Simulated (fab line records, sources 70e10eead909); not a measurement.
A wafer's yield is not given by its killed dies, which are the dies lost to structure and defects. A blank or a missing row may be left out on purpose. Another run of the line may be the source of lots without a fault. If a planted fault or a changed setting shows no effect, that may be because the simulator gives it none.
fab line records	flow nand_harc	part 1 of 2: steps 1 to 36 of 42
record lots=5	wafers=15	last_day=32
route steps=1302 shown P_ZERO_WELL@51 P_STI@69
lots with no fault: from the same line, run without faults
start_h: the number of hours between the record's first day and the start of the first shown wafer of the lot	wait_h: hours from the lot's prior step to this one	" as in the row above	L1.1+2: a row that stands for several wafers	- no value present, or no start provided	* or withheld: withheld	< > ~ a bound
route shown NAME@n: names a module that has steps shown in the file, with the first one's number in the route	usual: the fault-free wafers' mean and standard deviation	same: alike in all rows	chamber/n: place in a boat	sites: per-site readings	_std_site: the values' standard deviation	_edge_site: inner sites' mean taken away from outer sites' mean	radius_mm: for every site, how far away it sits from the centre of the wafer	mask NAME#n: copy n	behind: the last tool/chamber to shape the wafer	hold: why the lot went on hold/how many hours it stayed there/how the hold came to an end	device: whichever transistor did not switch (one of n, p or np)	end of line: the tests these same wafers got at the end of their route	a step given without rows: its recipe and nothing more	killed: at the first sort, the dies lost to defects and structure; wafer yield is something else	map: a wafer's dies, marking killed ones x, the rest . and places with no die _
set.NAME: the setting the step ran with; set.NAME@STEP: the setting that earlier step ran with	model.NAME: the simulator's own value behind a step, which no gauge read
a table for each step, a row for each wafer; lots at some steps of the route
services: the hour from which a tool's chamber was out of use, counted from the record's first day as start_h (under 0 if before that day), plus the number of hours and why
## steps
# step NHARC_P_ZERO_WELL_DEHYDRATE_44
# recipe temp_c=150	time_s=120
lot.wafer	tool	chamber	start_h	wait_h
L074.1+4+5	litho_track-05	0	25.42	-
L079.2+5+6	litho_track-05	0	75.17	-
L082.2+3+6	litho_track-02	0	105.61	-
L086.1+5+6	litho_track-07	0	145.46	-
L095.4+5+6	litho_track-02	0	235.26	-
# step NHARC_P_ZERO_WELL_HMDS_45
# recipe time_s=30
lot.wafer	tool	chamber	start_h	wait_h
L074.1+4+5	litho_track-05	0	-	-
L079.2+5+6	litho_track-05	0	-	-
L082.2+3+6	litho_track-02	0	-	-
L086.1+5+6	litho_track-07	0	-	-
L095.4+5+6	litho_track-02	0	-	-
# step NHARC_P_ZERO_WELL_COAT_46
# recipe spin_rpm=withheld
lot.wafer	tool	chamber	start_h	wait_h
L074.1+4+5	litho_track-05	0	-	-
L079.2+5+6	litho_track-05	0	-	-
L082.2+3+6	litho_track-02	0	-	-
L086.1+5+6	litho_track-07	0	-	-
L095.4+5+6	litho_track-02	0	-	-
# step NHARC_P_ZERO_WELL_SOFTBAKE_47
# recipe temp_c=122	time_s=95
lot.wafer	tool	chamber	start_h	wait_h
L074.1+4+5	litho_track-05	0	-	-
L079.2+5+6	litho_track-05	0	-	-
L082.2+3+6	litho_track-02	0	-	-
L086.1+5+6	litho_track-07	0	-	-
L095.4+5+6	litho_track-02	0	-	-
# step NHARC_P_ZERO_WELL_EBR_48
lot.wafer	tool	chamber	start_h	wait_h
L074.1+4+5	litho_track-05	0	-	-
L079.2+5+6	litho_track-05	0	-	-
L082.2+3+6	litho_track-02	0	-	-
L086.1+5+6	litho_track-07	0	-	-
L095.4+5+6	litho_track-02	0	-	-
# step NHARC_P_ZERO_WELL_EXPOSE_49
# recipe na=0.6	target_cd_nm=2000	dose_mj=22.64	mask_id=P_HVPW
lot.wafer	tool	chamber	start_h	wait_h	mask
L074.1+4+5	krf_scanner-03	0	25.56	-	P_HVPW#0
L079.2+5+6	krf_scanner-03	0	75.44	-	P_HVPW#0
L082.2+3+6	krf_scanner-01	0	105.88	-	P_HVPW#0
L086.1+5+6	krf_scanner-02	0	145.73	-	P_HVPW#0
L095.4+5+6	krf_scanner-03	0	235.54	-	P_HVPW#0
# step NHARC_P_ZERO_WELL_PEB_50
# recipe peb_temp_c=118	peb_time_s=85
lot.wafer	tool	chamber	start_h	wait_h
L074.1+4+5	litho_track-07	0	25.63	0.1
L079.2+5+6	litho_track-07	0	75.50	0.1
L082.2+3+6	litho_track-07	0	105.94	0.1
L086.1+5+6	litho_track-07	0	145.80	0.1
L095.4+5+6	litho_track-05	0	235.60	0.0
# step NHARC_P_ZERO_WELL_DEVELOP_51
# recipe time_s=70
lot.wafer	tool	chamber	start_h	wait_h
L074.1+4+5	litho_track-07	0	-	-
L079.2+5+6	litho_track-07	0	-	-
L082.2+3+6	litho_track-07	0	-	-
L086.1+5+6	litho_track-07	0	-	-
L095.4+5+6	litho_track-05	0	-	-
# step NHARC_P_ZERO_WELL_CD_MEAS_52
# recipe target_cd_nm=2000	landing_energy_ev=500
# usual cd_nm=2000.7/1.9
lot.wafer	tool	chamber	start_h	wait_h	cd_nm
L074.1	cd_sem-02	0	25.72	-	2000.6
L074.4	"	0	"	"	2000.6
L074.5	"	0	"	"	1998.7
L079.2	cd_sem-03	0	75.59	-	1999.4
L079.5	"	0	"	"	2001.9
L079.6	"	0	"	"	2000.6
L082.2	cd_sem-03	0	106.04	-	2001.7
L082.3	"	0	"	"	2002.5
L082.6	"	0	"	"	2003.8
L086.1	cd_sem-01	0	145.89	-	1998.8
L086.5	"	0	"	"	2003.5
L086.6	"	0	"	"	2003.2
L095.4	cd_sem-01	0	235.69	-	2000.7
L095.5	"	0	"	"	2000.8
L095.6	"	0	"	"	2000.3
# step NHARC_P_ZERO_WELL_HARDBAKE_53
# recipe temp_c=125	time_s=80
lot.wafer	tool	chamber	start_h	wait_h
L074.1+4+5	litho_track-02	0	25.80	-
L079.2+5+6	litho_track-05	0	75.67	-
L082.2+3+6	litho_track-05	0	106.12	-
L086.1+5+6	litho_track-02	0	145.97	-
L095.4+5+6	litho_track-05	0	235.77	-
# step NHARC_P_ZERO_WELL_DESCUM_54
# recipe time_s=3	o2_flow_sccm=200	ar_flow_sccm=0	bias_power_w=0	chemistry=O2
# usual drypump_motor_current_A=5.9/0.39	oes_product_au=1.004/0.0099	rf_vpp_V=57.8/0.83	showerhead_plenum_p_Torr=1.91/0.066	throttle_valve_pct=11.311/0.0093
lot.wafer	tool	chamber	start_h	wait_h	drypump_motor_current_A	oes_product_au	rf_hours_counter_h	rf_vpp_V	showerhead_plenum_p_Torr	throttle_valve_pct
L074.1	rie_diel-12	2	25.90	-	5.6	1.015	38	56.7	1.97	11.310
L074.4	"	3	"	"	6.1	0.992	22	57.9	1.84	11.321
L074.5	"	0	"	"	6.2	1.005	-	57.3	1.88	11.323
L079.2	rie_diel-05	3	75.78	-	5.7	0.991	4	58.9	2.00	11.325
L079.6	"	1	"	"	6.1	1.004	-	56.8	1.83	11.311
L079.5	"	2	"	"	5.4	0.996	-	57.6	1.94	11.297
L082.2	rie_diel-05	2	106.21	-	5.4	1.005	16	58.3	1.94	11.313
L082.3	"	3	"	"	5.7	0.996	17	59.1	2.00	11.304
L082.6	"	1	"	"	6.1	1.004	-	57.2	1.82	11.310
L086.1	rie_diel-05	3	146.06	-	5.7	0.994	27	58.6	2.00	11.308
L086.6	"	2	"	"	5.4	0.994	-	58.2	1.93	11.309
L086.5	"	3	"	"	5.7	0.987	-	57.4	2.00	11.311
L095.4	rie_diel-12	0	235.87	-	6.2	1.027	40	57.1	1.86	11.307
L095.6	"	2	"	"	5.6	1.006	-	58.9	1.95	11.296
L095.5	"	3	"	"	6.1	1.006	-	56.0	1.82	11.316
# step NHARC_P_ZERO_WELL_IMPLANT_55
# recipe energy_kev=180	dose_cm2=8e+11	tilt_deg=7
# usual dose_ions_cm2=8.003e+11/9.2e+08
lot.wafer	tool	chamber	start_h	wait_h	dose_ions_cm2
L074.1	implanter-01	0	26.03	0.1	8.004e+11
L074.4	"	0	"	"	7.999e+11
L074.5	"	0	"	"	8.005e+11
L079.2	implanter-01	0	75.93	0.1	7.998e+11
L079.5	"	0	"	"	8.014e+11
L079.6	"	0	"	"	8.011e+11
L082.2	implanter-02	0	106.37	0.2	8.019e+11
L082.3	"	0	"	"	8.002e+11
L082.6	"	0	"	"	8.007e+11
L086.1	implanter-01	0	146.20	0.1	8.021e+11
L086.5	"	0	"	"	8.005e+11
L086.6	"	0	"	"	7.993e+11
L095.4	implanter-02	0	236.08	0.2	7.988e+11
L095.5	"	0	"	"	7.985e+11
L095.6	"	0	"	"	7.997e+11
# step NHARC_P_ZERO_WELL_IMPLANT_61
# recipe energy_kev=30	dose_cm2=5e+11	tilt_deg=7
# usual dose_ions_cm2=4.999e+11/5.9e+08
lot.wafer	tool	chamber	start_h	wait_h	dose_ions_cm2
L074.1	implanter-01	0	26.21	0.2	5.006e+11
L074.4	"	0	"	"	4.999e+11
L074.5	"	0	"	"	4.995e+11
L079.2	implanter-01	0	76.11	0.1	5.001e+11
L079.5	"	0	"	"	4.995e+11
L079.6	"	0	"	"	4.996e+11
L082.2	implanter-02	0	106.55	0.2	5.004e+11
L082.3	"	0	"	"	4.99e+11
L082.6	"	0	"	"	5e+11
L086.1	implanter-01	0	146.38	0.2	5.01e+11
L086.5	"	0	"	"	5.008e+11
L086.6	"	0	"	"	5.011e+11
L095.4	implanter-02	0	236.26	0.2	5.001e+11
L095.5	"	0	"	"	4.999e+11
L095.6	"	0	"	"	4.997e+11
# step NHARC_P_ZERO_WELL_STRIP_56
# recipe time_s=840	temp_c=130	chemistry=SPM
# usual bath_guard_temp_C=130.1/0.51
lot.wafer	tool	chamber	start_h	wait_h	bath_guard_temp_C
L074.5	wet_bench-01	7	26.42	0.1	130.3
L074.4	"	0	"	"	131.1
L074.1	"	1	"	"	129.7
L079.2	wet_bench-09	5	76.30	0.2	130.8
L079.6	"	6	"	"	129.7
L079.5	"	1	"	"	130.4
L082.3	wet_bench-04	3	106.73	0.1	129.6
L082.2	"	5	"	"	130.8
L082.6	"	7	"	"	130.1
L086.1	wet_bench-01	0	146.60	0.2	131.0
L086.5	"	1	"	"	129.7
L086.6	"	4	"	"	130.3
L095.5	wet_bench-09	1	236.39	0.1	130.5
L095.6	"	2	"	"	129.3
L095.4	"	5	"	"	130.6
# step NHARC_P_ZERO_WELL_PRECLEAN_68
# recipe time_s=60	temp_c=50	bath_age_min=0	chemistry=SC1
# usual bath_guard_temp_C=50.1/0.48
lot.wafer	tool	chamber	start_h	wait_h	bath_guard_temp_C
L074.5	wet_bench-01	7	-	-	50.0
L074.4	"	0	"	"	50.7
L074.1	"	1	"	"	50.2
L079.2	wet_bench-09	5	-	-	50.7
L079.6	"	6	"	"	49.5
L079.5	"	1	"	"	50.5
L082.3	wet_bench-04	3	-	-	49.7
L082.2	"	5	"	"	50.4
L082.6	"	7	"	"	50.2
L086.1	wet_bench-01	0	-	-	51.1
L086.5	"	1	"	"	49.8
L086.6	"	4	"	"	49.8
L095.5	wet_bench-09	1	-	-	50.3
L095.6	"	2	"	"	49.3
L095.4	"	5	"	"	50.9
# step NHARC_P_ZERO_WELL_SRD_69
lot.wafer	tool	chamber	start_h	wait_h
L074.5+4+1	wet_bench-01	7,0,1	-	-
L079.2+6+5	wet_bench-09	5,6,1	-	-
L082.3+2+6	wet_bench-04	3,5,7	-	-
L086.1+5+6	wet_bench-01	0,1,4	-	-
L095.5+6+4	wet_bench-09	1,2,5	-	-
# step NHARC_P_ZERO_WELL_RTA_42
# recipe temp_c=1100	time_s=300
# usual lamp_power_pct=39.2/1.6	lamp_zone_1_pct=39.2/1.6	lamp_zone_2_pct=39.2/1.6	wafer_temp_C_max=1105.6/1.5
lot.wafer	tool	chamber	start_h	wait_h	lamp_power_pct	lamp_zone_1_pct	lamp_zone_2_pct	wafer_temp_C_max
L074.1	rtp_anneal-02	0	26.85	-	41.0	41.0	40.9	1103.6
L074.4	"	0	"	"	40.9	40.9	40.9	1105.3
L074.5	"	0	"	"	41.0	41.0	40.9	1105.7
L079.2	rtp_anneal-01	0	76.84	-	37.7	37.8	37.8	1107.2
L079.5	"	0	"	"	37.8	37.8	37.7	1104.6
L079.6	"	0	"	"	37.7	37.8	37.7	1108.2
L082.2	rtp_anneal-01	0	107.28	-	37.8	37.8	37.8	1106.2
L082.3	"	0	"	"	37.8	37.8	37.8	1106.0
L082.6	"	0	"	"	37.8	37.8	37.8	1105.1
L086.1	rtp_anneal-02	0	147.02	-	40.9	41.0	40.9	1104.4
L086.5	"	0	"	"	40.9	40.9	40.9	1104.8
L086.6	"	0	"	"	40.9	40.9	40.9	1103.7
L095.4	rtp_anneal-01	0	237.15	-	37.8	37.8	37.8	1105.4
L095.5	"	0	"	"	37.8	37.7	37.7	1106.1
L095.6	"	0	"	"	37.7	37.8	37.8	1108.0
# step NHARC_P_ZERO_WELL_INSPECT_43
# usual raw_defect_count=12/6.8
lot.wafer	tool	chamber	start_h	wait_h	raw_defect_count
L074.1	defect_inspect-01	-	27.53	0.6	2
L074.4	"	-	"	"	7
L074.5	"	-	"	"	6
L079.2	defect_inspect-01	-	77.41	0.5	7
L079.5	"	-	"	"	15
L079.6	"	-	"	"	11
L082.2	defect_inspect-02	-	107.86	0.5	27
L082.3	"	-	"	"	4
L082.6	"	-	"	"	10
L086.1	defect_inspect-01	-	147.69	0.6	10
L086.5	"	-	"	"	6
L086.6	"	-	"	"	5
L095.4	defect_inspect-02	-	237.52	0.3	6
L095.5	"	-	"	"	10
L095.6	"	-	"	"	4
# step NHARC_P_STI_ETCH_26
# recipe target_depth_a=110	chemistry=dHF	material=SiO2
lot.wafer	tool	chamber	start_h	wait_h
L074.1+4+5	wet_bench-05	1,2,3	27.59	0.1
L079.5+6+2	wet_bench-07	3,5,6	77.46	0.0
L082.3+6+2	wet_bench-05	5,6,0	107.92	0.1
L086.6+1+5	wet_bench-07	3,6,7	147.75	0.0
L095.6+5+4	wet_bench-02	0,4,5	237.57	0.1
# step NHARC_P_STI_PRECLEAN_27
# recipe time_s=*	temp_c=50	bath_age_min=0	chemistry=SC1
# usual bath_guard_temp_C=50.0/0.55
lot.wafer	tool	chamber	start_h	wait_h	bath_guard_temp_C
L074.1	wet_bench-05	1	27.65	0.0	49.0
L074.4	"	2	"	"	50.2
L074.5	"	3	"	"	49.8
L079.5	wet_bench-07	3	77.53	0.1	49.7
L079.6	"	5	"	"	50.3
L079.2	"	6	"	"	50.4
L082.3	wet_bench-05	5	107.97	0.0	50.4
L082.6	"	6	"	"	50.6
L082.2	"	0	"	"	49.7
L086.6	wet_bench-07	3	147.82	0.1	49.9
L086.1	"	6	"	"	50.3
L086.5	"	7	"	"	49.4
L095.6	wet_bench-02	0	237.64	0.1	50.3
L095.5	"	4	"	"	50.4
L095.4	"	5	"	"	51.2
# step NHARC_P_STI_SRD_28
lot.wafer	tool	chamber	start_h	wait_h
L074.1+4+5	wet_bench-05	1,2,3	-	-
L079.5+6+2	wet_bench-07	3,5,6	-	-
L082.3+6+2	wet_bench-05	5,6,0	-	-
L086.6+1+5	wet_bench-07	3,6,7	-	-
L095.6+5+4	wet_bench-02	0,4,5	-	-
# step NHARC_P_STI_OXIDE_29
# recipe target_thk_a=100	temp_c=900	ox_time_s=1362	material=SiO2
# usual zone_power_top_pct=33.2/1.5
lot.wafer	tool	chamber	start_h	wait_h	zone_power_top_pct
L074.1	furnace-03	0	33.80	-	32.1
L074.4	"	0	"	"	31.9
L074.5	"	0	"	"	31.7
L079.2	furnace-01	0	82.67	-	35.3
L079.5	"	0	"	"	35.2
L079.6	"	0	"	"	35.4
L082.2	furnace-01	0	112.20	-	34.8
L082.3	"	0	"	"	34.8
L082.6	"	0	"	"	35.0
L086.1	furnace-03	0	155.05	-	32.5
L086.5	"	0	"	"	32.3
L086.6	"	0	"	"	31.9
L095.4	furnace-03	0	242.24	-	32.3
L095.5	"	0	"	"	32.2
L095.6	"	0	"	"	31.9
# step NHARC_P_STI_HM_DEP_30
# recipe target_thk_a=800	temp_c=790	pressure_mtorr=300	time_s=873	material=Si3N4
# usual zone_power_top_pct=27.8/2
lot.wafer	tool	chamber	start_h	wait_h	zone_power_top_pct
L074.1	lpcvd-02	0	42.00	4.5	28.0
L074.4	"	0	"	"	28.1
L074.5	"	0	"	"	27.3
L079.2	lpcvd-01	1	89.84	3.5	30.4
L079.5	"	1	"	"	30.5
L079.6	"	1	"	"	30.4
L082.2	lpcvd-02	0	119.38	3.5	28.1
L082.3	"	0	"	"	27.7
L082.6	"	0	"	"	28.1
L086.1	lpcvd-01	1	162.16	3.5	30.2
L086.5	"	1	"	"	30.6
L086.6	"	1	"	"	30.7
L095.4	lpcvd-01	0	249.37	3.5	26.1
L095.5	"	0	"	"	26.0
L095.6	"	0	"	"	26.1
# step NHARC_P_STI_DEHYDRATE_01
# recipe temp_c=150	time_s=120
lot.wafer	tool	chamber	start_h	wait_h
L074.1+4+5	litho_track-03	0	45.69	0.4
L079.2+5+6	litho_track-07	0	93.53	0.4
L082.2+3+6	litho_track-02	0	123.10	0.4
L086.1+5+6	litho_track-02	0	165.84	0.4
L095.4+5+6	litho_track-02	0	253.03	0.4
# step NHARC_P_STI_HMDS_02
# recipe time_s=30
lot.wafer	tool	chamber	start_h	wait_h
L074.1+4+5	litho_track-03	0	-	-
L079.2+5+6	litho_track-07	0	-	-
L082.2+3+6	litho_track-02	0	-	-
L086.1+5+6	litho_track-02	0	-	-
L095.4+5+6	litho_track-02	0	-	-
# step NHARC_P_STI_COAT_41
# recipe temp_c=200	time_s=65
lot.wafer	tool	chamber	start_h	wait_h
L074.1+4+5	litho_track-03	0	-	-
L079.2+5+6	litho_track-07	0	-	-
L082.2+3+6	litho_track-02	0	-	-
L086.1+5+6	litho_track-02	0	-	-
L095.4+5+6	litho_track-02	0	-	-
# step NHARC_P_STI_COAT_03
# recipe spin_rpm=2000	resist_thk_nm=600
# usual spin_speed_rpm=1999.9/1.4
lot.wafer	tool	chamber	start_h	wait_h	spin_speed_rpm
L074.1	litho_track-03	0	-	-	1999.6
L074.4	"	0	"	"	2000.9
L074.5	"	0	"	"	2000.4
L079.2	litho_track-07	0	-	-	1999.6
L079.5	"	0	"	"	2000.5
L079.6	"	0	"	"	2000.4
L082.2	litho_track-02	0	-	-	2003.0
L082.3	"	0	"	"	2000.3
L082.6	"	0	"	"	2000.6
L086.1	litho_track-02	0	-	-	1999.4
L086.5	"	0	"	"	1998.3
L086.6	"	0	"	"	1998.5
L095.4	litho_track-02	0	-	-	1997.4
L095.5	"	0	"	"	1999.0
L095.6	"	0	"	"	2002.0
# step NHARC_P_STI_SOFTBAKE_04
# recipe temp_c=125	time_s=70
lot.wafer	tool	chamber	start_h	wait_h
L074.1+4+5	litho_track-03	0	-	-
L079.2+5+6	litho_track-07	0	-	-
L082.2+3+6	litho_track-02	0	-	-
L086.1+5+6	litho_track-02	0	-	-
L095.4+5+6	litho_track-02	0	-	-
# step NHARC_P_STI_EBR_05
lot.wafer	tool	chamber	start_h	wait_h
L074.1+4+5	litho_track-03	0	-	-
L079.2+5+6	litho_track-07	0	-	-
L082.2+3+6	litho_track-02	0	-	-
L086.1+5+6	litho_track-02	0	-	-
L095.4+5+6	litho_track-02	0	-	-
# step NHARC_P_STI_EXPOSE_06
# recipe na=0.55	target_cd_nm=200	dose_mj=37.69	mask_id=P_STI
lot.wafer	tool	chamber	start_h	wait_h	mask
L074.1+4+5	krf_scanner-02	0	45.98	-	P_STI#0
L079.2+5+6	krf_scanner-02	0	93.70	-	P_STI#0
L082.2+3+6	krf_scanner-02	0	123.39	-	P_STI#0
L086.1+5+6	krf_scanner-04	0	166.13	-	P_STI#0
L095.4+5+6	krf_scanner-02	0	253.34	-	P_STI#0
# step NHARC_P_STI_PEB_07
# recipe peb_temp_c=128	peb_time_s=80
lot.wafer	tool	chamber	start_h	wait_h
L074.1+4+5	litho_track-03	0	46.05	0.1
L079.2+5+6	litho_track-03	0	93.76	0.1
L082.2+3+6	litho_track-02	0	123.45	0.1
L086.1+5+6	litho_track-07	0	166.20	0.1
L095.4+5+6	litho_track-02	0	253.39	0.0
# step NHARC_P_STI_DEVELOP_08
# recipe time_s=50	dev_temp_c=22
lot.wafer	tool	chamber	start_h	wait_h
L074.1+4+5	litho_track-03	0	-	-
L079.2+5+6	litho_track-03	0	-	-
L082.2+3+6	litho_track-02	0	-	-
L086.1+5+6	litho_track-07	0	-	-
L095.4+5+6	litho_track-02	0	-	-
# step NHARC_P_STI_CD_MEAS_09
# recipe target_cd_nm=200	landing_energy_ev=500
# usual cd_nm=201.2/2.3
lot.wafer	tool	chamber	start_h	wait_h	cd_nm
L074.1	cd_sem-02	0	46.13	-	201.4
L074.4	"	0	"	"	203.8
L074.5	"	0	"	"	203.3
L079.2	cd_sem-03	0	93.85	-	204.5
L079.5	"	0	"	"	204.5
L079.6	"	0	"	"	204.9
L082.2	cd_sem-03	0	123.54	-	199.3
L082.3	"	0	"	"	197.8
L082.6	"	0	"	"	200.1
L086.1	cd_sem-03	0	166.29	-	202.7
L086.5	"	0	"	"	202.7
L086.6	"	0	"	"	199.8
L095.4	cd_sem-01	0	253.48	-	199.4
L095.5	"	0	"	"	201.2
L095.6	"	0	"	"	200.9
# step NHARC_P_STI_OVL_MEAS_10
# usual overlay_x_nm=0/6.4	overlay_y_nm=1/6
lot.wafer	tool	chamber	start_h	wait_h	overlay_x_nm	overlay_y_nm
L074.1	overlay-01	-	46.22	-	1	11
L074.4	"	-	"	"	0	12
L074.5	"	-	"	"	1	11
L079.2	overlay-01	-	93.93	-	-14	3
L079.5	"	-	"	"	-14	2
L079.6	"	-	"	"	-13	3
L082.2	overlay-01	-	123.63	-	1	11
L082.3	"	-	"	"	2	12
L082.6	"	-	"	"	1	11
L086.1	overlay-02	-	166.37	-	-2	-5
L086.5	"	-	"	"	-2	-5
L086.6	"	-	"	"	-2	-4
L095.4	overlay-02	-	253.56	-	7	3
L095.5	"	-	"	"	6	3
L095.6	"	-	"	"	6	3
# step NHARC_P_STI_INSPECT_11
# usual raw_defect_count=5.4/2.8
lot.wafer	tool	chamber	start_h	wait_h	raw_defect_count
L074.1	defect_inspect-02	-	46.26	0.0	7
L074.4	"	-	"	"	3
L074.5	"	-	"	"	6
L079.2	defect_inspect-02	-	93.97	0.0	8
L079.5	"	-	"	"	2
L079.6	"	-	"	"	6
L082.2	defect_inspect-01	-	123.66	0.0	12
L082.3	"	-	"	"	5
L082.6	"	-	"	"	7
L086.1	defect_inspect-01	-	166.41	0.0	10
L086.5	"	-	"	"	4
L086.6	"	-	"	"	7
L095.4	defect_inspect-02	-	253.60	0.0	2
L095.5	"	-	"	"	5
L095.6	"	-	"	"	5
# step NHARC_P_STI_HARDBAKE_13
# recipe temp_c=118	time_s=65
lot.wafer	tool	chamber	start_h	wait_h
L074.1+4+5	litho_track-07	0	46.32	0.1
L079.2+5+6	litho_track-07	0	94.03	0.1
L082.2+3+6	litho_track-02	0	123.72	0.1
L086.1+5+6	litho_track-03	0	166.47	0.1
L095.4+5+6	litho_track-03	0	253.66	0.1
